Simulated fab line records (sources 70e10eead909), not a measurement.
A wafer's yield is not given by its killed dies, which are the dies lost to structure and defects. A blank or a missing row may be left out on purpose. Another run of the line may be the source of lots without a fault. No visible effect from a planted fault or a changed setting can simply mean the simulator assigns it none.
fab line records	flow nand_harc
[record] lots = 12	wafers = 36	last_day = 32
route steps=1302 shown P_GATE@131 END@1302
lots that met no fault: taken from a fault-free run of the same line
start_h: start of the lot's first displayed wafer, in hours after the record's first day	wait_h: time in hours since the lot's previous step	" unchanged from the row above	L1.1+2: a single row standing in for several wafers	- value missing, or start not given	* or withheld: withheld	< > ~ a bound
route shown NAME@n: NAME is a module with steps in the file, n the number in the route of the first one	usual: mean and standard deviation over wafers with no fault	same: alike in all rows	chamber/n: place in a boat	sites: the reading at each site	_std_site: their standard deviation	_edge_site: the outer-site mean with the inner-site mean subtracted	radius_mm: for every site, how far away it sits from the centre of the wafer	mask NAME#n: copy n	behind: the tool/chamber that last shaped the wafer	hold: what put the lot on hold/how long, in hours/how the hold closed	device: names the non-switching transistor (n, p or np)	end of line: the same wafers' tests at the end of the route	a step without rows: its recipe alone	killed: the dies lost at the first sort to structure and to defects; this is not the yield of the wafer	map: dies across one wafer; x = killed, . = not, _ = none there
set.NAME: the setting the step ran with; set.NAME@STEP: the setting that earlier step ran with	model.NAME: the simulator's own value behind a step, which no gauge read
one table for each step of the route and one row for each wafer, over a sample of lots
services: the hour from which a tool's chamber was out of use, counted from the record's first day as start_h (under 0 if before that day), plus the number of hours and why
[[steps]]
[step NHARC_P_GATE_HM_DEP_102]
[recipe] target_thk_a = 1200	temp_c = 400	material = aC
[usual] throttle_valve_pct = 34.999/0.0083
lot.wafer	tool	chamber	start_h	wait_h	throttle_valve_pct
L727.1	acl_dep-01	0	113.40	1.6	34.996
L727.4	"	0	"	"	35.011
L727.5	"	0	"	"	34.990
L729.1	acl_dep-03	0	138.63	0.4	34.992
L729.2	"	0	"	"	35.001
L729.6	"	0	"	"	34.987
L732.1	acl_dep-02	0	163.26	0.4	35.013
L732.4	"	0	"	"	34.998
L732.5	"	0	"	"	35.001
L733.3	acl_dep-03	0	177.84	0.6	35.003
L733.4	"	0	"	"	35.001
L733.5	"	0	"	"	34.998
L738.1	acl_dep-03	0	222.49	0.4	34.988
L738.2	"	0	"	"	34.998
L738.3	"	0	"	"	35.021
L741.2	acl_dep-03	0	257.85	2.1	35.009
L741.4	"	0	"	"	35.001
L741.5	"	0	"	"	35.001
L743.2	acl_dep-03	0	274.93	3.2	34.986
L743.4	"	0	"	"	34.994
L743.6	"	0	"	"	34.998
L744.1	acl_dep-01	0	285.68	1.3	34.996
L744.2	"	0	"	"	34.999
L744.5	"	0	"	"	35.000
L745.1	acl_dep-02	0	291.88	0.4	34.985
L745.2	"	0	"	"	34.995
L745.3	"	0	"	"	35.010
L746.1	acl_dep-01	0	304.77	1.8	34.996
L746.2	"	0	"	"	34.996
L746.6	"	0	"	"	34.995
L747.1	acl_dep-03	0	314.55	0.4	35.002
L747.4	"	0	"	"	35.003
L747.6	"	0	"	"	34.997
L748.1	acl_dep-03	0	322.14	0.8	35.015
L748.3	"	0	"	"	35.009
L748.5	"	0	"	"	34.997
[step NHARC_P_GATE_PEB_24]
[recipe] peb_temp_c = 100	peb_time_s = 65
[usual] heater_power_total_W = 156.6/0.42	resist_line_temp_C = 23.00/0.1
lot.wafer	tool	chamber	start_h	wait_h	heater_power_total_W	resist_line_temp_C
L727.1	litho_track-01	0	114.66	0.1	156.9	22.96
L727.4	"	0	"	"	157.2	22.86
L727.5	"	0	"	"	157.2	22.82
L729.1	litho_track-04	0	139.99	0.1	155.9	23.01
L729.2	"	0	"	"	156.0	23.08
L729.6	"	0	"	"	156.8	23.00
L732.1	litho_track-04	0	164.52	0.1	155.9	23.19
L732.4	"	0	"	"	157.2	23.03
L732.5	"	0	"	"	157.2	23.18
L733.3	litho_track-04	0	178.92	0.0	156.8	22.95
L733.4	"	0	"	"	156.2	22.82
L733.5	"	0	"	"	157.1	22.79
L738.1	litho_track-01	0	223.63	0.1	157.1	23.08
L738.2	"	0	"	"	156.4	23.01
L738.3	"	0	"	"	156.0	23.05
L741.2	litho_track-06	0	258.89	0.1	156.0	23.04
L741.4	"	0	"	"	156.1	22.96
L741.5	"	0	"	"	156.9	22.90
L743.2	litho_track-06	0	276.08	0.1	156.9	22.96
L743.4	"	0	"	"	157.2	23.20
L743.6	"	0	"	"	157.0	22.94
L744.1	litho_track-06	0	286.94	0.1	156.1	22.87
L744.2	"	0	"	"	156.0	23.08
L744.5	"	0	"	"	156.9	23.02
L745.1	litho_track-04	0	293.02	0.1	157.1	22.91
L745.2	"	0	"	"	157.2	23.03
L745.3	"	0	"	"	157.2	22.93
L746.1	litho_track-04	0	306.03	0.1	156.4	23.13
L746.2	"	0	"	"	156.1	22.93
L746.6	"	0	"	"	157.1	23.06
L747.1	litho_track-04	0	315.82	0.1	157.0	23.15
L747.4	"	0	"	"	157.1	23.12
L747.6	"	0	"	"	156.2	23.07
L748.1	litho_track-04	0	323.27	0.1	155.9	23.00
L748.3	"	0	"	"	156.0	23.08
L748.5	"	0	"	"	157.0	23.06
[step NHARC_P_GATE_CD_MEAS_26]
[recipe] target_cd_nm = 120	landing_energy_ev = 500
[usual] cd_nm = 120.0/0.77
lot.wafer	tool	chamber	start_h	wait_h	cd_nm
L727.1	cd_sem-03	0	114.74	-	121.1
L727.4	"	0	"	"	120.1
L727.5	"	0	"	"	121.4
L729.1	cd_sem-02	0	140.07	-	119.4
L729.2	"	0	"	"	120.0
L729.6	"	0	"	"	119.9
L732.1	cd_sem-01	0	164.59	-	109.2
L732.4	"	0	"	"	107.7
L732.5	"	0	"	"	108.8
L733.3	cd_sem-01	0	179.00	-	106.5
L733.4	"	0	"	"	106.6
L733.5	"	0	"	"	108.1
L738.1	cd_sem-02	0	223.71	-	120.6
L738.2	"	0	"	"	119.9
L738.3	"	0	"	"	120.9
L741.2	cd_sem-02	0	258.97	-	119.6
L741.4	"	0	"	"	120.4
L741.5	"	0	"	"	118.3
L743.2	cd_sem-03	0	276.16	-	118.6
L743.4	"	0	"	"	119.7
L743.6	"	0	"	"	119.5
L744.1	cd_sem-02	0	287.02	-	119.8
L744.2	"	0	"	"	120.5
L744.5	"	0	"	"	120.3
L745.1	cd_sem-02	0	293.10	-	119.8
L745.2	"	0	"	"	119.2
L745.3	"	0	"	"	120.7
L746.1	cd_sem-02	0	306.11	-	120.8
L746.2	"	0	"	"	120.3
L746.6	"	0	"	"	119.1
L747.1	cd_sem-01	0	315.90	-	120.3
L747.4	"	0	"	"	119.5
L747.6	"	0	"	"	119.2
L748.1	cd_sem-03	0	323.35	-	119.7
L748.3	"	0	"	"	119.9
L748.5	"	0	"	"	119.5
[step NHARC_P_GATE_ETCH_104]
[recipe] target_depth_a = 600	time_s = withheld	cf4_flow_sccm = 100	chf3_flow_sccm = 30	ar_flow_sccm = 0	rf_w = 500	bias_w = 200	chemistry = CF4/CHF3
[usual] drypump_motor_current_A = 5.7/0.31	oes_product_au = 0.959/0.02	rf_vpp_V = 370.9/2.6	showerhead_plenum_p_Torr = 1.58/0.072	throttle_valve_pct = 16.803/0.0086
lot.wafer	tool	chamber	start_h	wait_h	drypump_motor_current_A	oes_product_au	rf_vpp_V	showerhead_plenum_p_Torr	throttle_valve_pct
L727.1	rie_diel-01	0	115.02	0.1	5.5	0.972	369.2	1.52	16.816
L727.4	"	1	"	"	5.7	0.945	371.2	1.66	16.804
L727.5	"	3	"	"	6.0	0.970	367.3	1.49	16.807
L729.1	rie_diel-05	3	140.38	0.1	6.3	0.962	374.6	1.66	16.810
L729.2	"	0	"	"	5.1	0.946	372.3	1.66	16.803
L729.6	"	2	"	"	6.2	0.951	373.7	1.68	16.798
L732.4	rie_diel-01	1	164.87	0.1	5.8	0.961	372.3	1.66	16.804
L732.1	"	3	"	"	6.0	0.972	367.8	1.49	16.790
L732.5	"	1	"	"	5.7	0.956	374.3	1.66	16.813
L733.4	rie_diel-13	1	179.26	0.1	6.0	0.993	371.9	1.60	16.797
L733.3	"	3	"	"	5.5	0.956	365.3	1.48	16.799
L733.5	"	1	"	"	6.0	0.993	370.8	1.60	16.820
L738.1	rie_diel-13	3	223.99	0.1	5.5	0.923	368.3	1.48	16.820
L738.3	"	1	"	"	6.0	0.943	371.3	1.60	16.806
L738.2	"	2	"	"	5.7	0.937	374.8	1.64	16.808
L741.4	rie_diel-01	1	259.24	0.1	5.7	0.979	373.5	1.65	16.809
L741.2	"	0	"	"	5.5	0.996	368.2	1.52	16.812
L741.5	"	2	"	"	5.4	0.971	371.6	1.64	16.787
L743.4	rie_diel-01	3	276.43	0.1	6.0	0.972	367.5	1.49	16.793
L743.2	"	1	"	"	5.7	0.978	373.9	1.65	16.796
L743.6	"	0	"	"	5.5	0.968	368.7	1.52	16.813
L744.2	rie_diel-01	1	287.30	0.1	5.8	0.938	374.0	1.65	16.802
L744.1	"	2	"	"	5.4	0.940	372.5	1.64	16.805
L744.5	"	0	"	"	5.5	0.960	368.5	1.52	16.809
L745.2	rie_diel-05	3	293.39	0.1	6.3	0.964	372.7	1.66	16.791
L745.3	"	1	"	"	6.3	0.970	371.3	1.59	16.818
L745.1	"	2	"	"	6.2	0.949	374.5	1.68	16.810
L746.2	rie_diel-13	2	306.39	0.1	5.7	0.973	373.7	1.64	16.810
L746.1	"	3	"	"	5.5	0.940	366.2	1.48	16.814
L746.6	"	2	"	"	5.7	0.980	373.2	1.64	16.811
L747.1	rie_diel-01	1	316.17	0.1	5.7	0.963	376.1	1.65	16.813
L747.4	"	3	"	"	6.0	0.979	365.9	1.49	16.795
L747.6	"	1	"	"	5.7	0.973	374.1	1.65	16.809
L748.3	rie_diel-01	0	323.63	0.1	5.5	0.982	369.1	1.52	16.797
L748.1	"	2	"	"	5.4	0.962	371.6	1.63	16.804
L748.5	"	1	"	"	5.7	0.979	372.6	1.65	16.799
[step NHARC_P_GATE_HM_OPEN_105]
[recipe] target_depth_a = 3600	o2_flow_sccm = 400	cos_flow_sccm = 20	ar_flow_sccm = 0	rf_w = 500	bias_w = 300	chemistry = O2/COS
[usual] drypump_motor_current_A = 5.7/0.31	oes_product_au = 1.004/0.011	rf_vpp_V = 468/3.2	showerhead_plenum_p_Torr = 3.14/0.14	throttle_valve_pct = 28.330/0.0096
lot.wafer	tool	chamber	start_h	wait_h	drypump_motor_current_A	oes_product_au	rf_hours_counter_h	rf_vpp_V	showerhead_plenum_p_Torr	throttle_valve_pct
L727.4	rie_diel-01	1	-	-	5.7	0.999	4.7	471	3.29	28.336
L727.1	"	3	"	"	6.0	1.009	4.2	464	2.96	28.339
L727.5	"	2	"	"	5.4	0.991	-	469	3.25	28.349
L729.1	rie_diel-05	0	-	-	5.1	0.987	7.7	470	3.29	28.336
L729.2	"	2	"	"	6.2	0.994	7.7	470	3.33	28.316
L729.6	"	2	"	"	6.2	0.997	-	471	3.33	28.320
L732.4	rie_diel-01	0	-	-	5.5	1.012	6.9	464	3.01	28.324
L732.1	"	2	"	"	5.4	1.002	6.8	470	3.25	28.324
L732.5	"	0	"	"	5.5	1.016	-	464	3.01	28.337
L733.3	rie_diel-13	3	-	-	5.5	0.993	0.1	462	2.93	28.347
L733.4	"	0	"	"	5.8	0.999	0.1	466	3.02	28.326
L733.5	"	0	"	"	5.8	0.993	-	465	3.02	28.332
L738.3	rie_diel-13	3	-	-	5.5	0.992	3.1	464	2.93	28.326
L738.1	"	0	"	"	5.8	1.003	3.2	465	3.02	28.334
L738.2	"	1	"	"	6.0	1.009	4.1	469	3.17	28.323
L741.2	rie_diel-01	0	-	-	5.5	1.008	3.0	465	3.01	28.333
L741.4	"	1	"	"	5.7	1.016	3.7	471	3.28	28.350
L741.5	"	0	"	"	5.5	1.019	-	467	3.01	28.310
L743.4	rie_diel-01	2	-	-	5.4	1.012	5.1	471	3.25	28.321
L743.2	"	0	"	"	5.5	1.018	4.1	466	3.01	28.327
L743.6	"	2	"	"	5.4	1.010	-	471	3.25	28.338
L744.2	rie_diel-01	1	-	-	5.7	1.020	5.5	471	3.28	28.329
L744.1	"	2	"	"	5.3	1.007	5.8	469	3.25	28.330
L744.5	"	3	"	"	6.0	1.008	-	464	2.95	28.321
L745.1	rie_diel-05	2	-	-	6.3	1.013	2.3	471	3.33	28.330
L745.2	"	3	"	"	6.3	1.011	2.4	471	3.29	28.325
L745.3	"	1	"	"	6.3	1.018	2.2	467	3.15	28.343
L746.2	rie_diel-13	0	-	-	5.8	0.998	9.5	465	3.01	28.347
L746.1	"	1	"	"	6.0	1.013	10.1	467	3.17	28.334
L746.6	"	0	"	"	5.8	1.007	-	465	3.02	28.312
L747.4	rie_diel-01	2	-	-	5.4	0.993	7.9	469	3.24	28.332
L747.1	"	3	"	"	6.0	1.000	9.1	464	2.95	28.339
L747.6	"	1	"	"	5.8	1.016	-	471	3.28	28.323
L748.1	rie_diel-01	0	-	-	5.5	1.026	7.4	464	3.01	28.331
L748.3	"	1	"	"	5.8	1.007	7.3	472	3.28	28.332
L748.5	"	3	"	"	6.0	1.007	-	464	2.95	28.327
[step NHARC_END_SORT_01]
[recipe] temp_c = 25
[usual] killed_at_array = 56/19	killed_at_other = 0.6/1	killed_at_periphery = 3.9/2.7	killed_dies = 61/19	killed_open = 3.3/1.9	killed_short = 2.4/1.7
[same] gross_dies = 677
lot.wafer	tool	chamber	start_h	wait_h	killed_at_array	killed_at_other	killed_at_periphery	killed_dies	killed_open	killed_short
L732.1	prober-01	0	638.02	2.5	45	0	9	54	2	2
L732.4	prober-01	0	640.44	3.4	47	0	15	62	2	2
L732.5	prober-01	0	641.25	3.7	45	1	12	58	1	4
L733.3	prober-02	0	639.64	3.1	26	0	8	34	2	3
L733.4	prober-02	0	640.44	3.4	27	0	11	38	2	0
L733.5	prober-02	0	641.23	3.7	35	0	2	37	5	4
// killed by level:class
L732.1 A_CHANNEL_HOLE_D2:chamber_film_flake=27 P_GATE:area_peb=7 A_STAIRCASE:chamber_film_flake=6 A_CHANNEL_HOLE_D1:chamber_film_flake=5 A_CONTACT:chamber_film_flake=3 P_STI:chamber_film_flake=2 A_CHANNEL_HOLE_D1:geometric_particle:short=1 A_DECK1_JOINT:geometric_particle:open=1
L733.3 A_CHANNEL_HOLE_D2:chamber_film_flake=12 P_GATE:chamber_film_flake=7 A_CHANNEL_HOLE_D1:chamber_film_flake=4 A_WL_FILL:chamber_film_flake=3 P_STI:geometric_particle:open=1 A_ONON_D1:geometric_particle:short=1 A_DECK1_JOINT:geometric_particle:short=1 A_CHANNEL_HOLE_D2:geometric_particle:open=1
L733.4 A_CHANNEL_HOLE_D2:chamber_film_flake=13 P_GATE:chamber_film_flake=5 A_CHANNEL_HOLE_D1:chamber_film_flake=5 P_GATE:area_peb=5 A_CHANNEL_FILL_D1:chamber_film_flake=2 A_STAIRCASE:chamber_film_flake=2 A_WL_FILL:chamber_film_flake=2 P_M1:geometric_particle:open=1
L732.4 A_CHANNEL_HOLE_D2:chamber_film_flake=32 P_GATE:area_peb=11 A_CHANNEL_HOLE_D1:chamber_film_flake=6 A_CONTACT:chamber_film_flake=4 P_STI:chamber_film_flake=2 P_CONTACT:geometric_particle:open=1 A_ONON_D1:geometric_particle:short=1 A_CHANNEL_HOLE_D1:geometric_particle:short=1
L733.5 A_CHANNEL_HOLE_D2:chamber_film_flake=9 A_CHANNEL_FILL_D1:chamber_film_flake=4 A_CHANNEL_FILL_D2:geometric_particle:short=3 A_CHANNEL_HOLE_D1:chamber_film_flake=3 A_STAIRCASE:chamber_film_flake=3 P_GATE:chamber_film_flake=2 A_DECK1_JOINT:chamber_film_flake=2 A_WL_FILL:chamber_film_flake=2
L732.5 A_CHANNEL_HOLE_D2:chamber_film_flake=31 P_GATE:area_peb=8 A_CHANNEL_HOLE_D1:chamber_film_flake=4 P_STI:chamber_film_flake=3 A_STAIRCASE:chamber_film_flake=3 P_M2:geometric_particle:short=1 A_CHANNEL_HOLE_D2:geometric_particle:short=1 A_CHANNEL_FILL_D2:geometric_particle:open=1
[[services]]
tool	chamber	start_h	hours	kind
rie_diel-01	0	109.30	-	clean
rie_diel-01	1	109.30	-	clean
rie_diel-01	2	109.30	-	clean
rie_diel-01	3	109.30	-	clean
rie_diel-13	0	113.11	3.9	repair
rie_diel-13	1	116.26	6.8	repair
acl_dep-03	-	117.18	13.0	pm
rie_diel-13	3	126.72	3.4	repair
rie_diel-01	0	133.80	-	clean
litho_track-01	-	155.00	7.0	pm
rie_diel-13	-	165.00	9.0	pm
litho_track-06	-	179.00	7.0	pm
rie_diel-05	2	187.13	9.8	repair
acl_dep-01	-	189.67	13.0	pm
litho_track-04	-	203.00	7.0	pm
rie_diel-01	-	203.82	9.0	pm
rie_diel-05	1	206.05	36.7	repair
rie_diel-05	-	229.60	9.0	pm
rie_diel-05	0	242.34	10.0	repair
acl_dep-02	-	245.38	13.0	pm
rie_diel-13	-	254.43	1.1	repair
rie_diel-05	0	292.45	5.7	repair
acl_dep-03	-	298.18	13.0	pm
rie_diel-05	0	309.99	12.3	repair
[[key]]
[first_sign] step = NHARC_P_GATE_CD_MEAS_26	reading = cd_nm	direction = down	sigmas = 16	usual = 120.0	struck = 107.8
[effect] step = NHARC_END_SORT_01	reading = killed_at_periphery	direction = up	sigmas = 2	usual = 3.9	struck = 9.5	wafers_moved = 3
met_at NHARC_P_GATE_PEB_24
struck_lots L732,L733
tester_left_out L732,L733
not_acting_at NHARC_P_GATE_HM_DEP_102,NHARC_P_GATE_ETCH_104,NHARC_P_GATE_HM_OPEN_105
onset_between 139.99 164.52
[fault] kind = process_parameter_drift	tool = litho_track-04	chamber = -	onset_h = 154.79	steps = NHARC_P_GATE_PEB_24	channel = peb_time_s	offset = *	shape = step	end_h = 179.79	acts_in = *	stated = *
// tester_left_out: of these lots the tester's yield and bins aren't shown, on N5 and GAA mostly nor the transistor test; their killed dies are dies lost to structure and defects alone, not to doping, threshold or leakage, so they don't give the yield
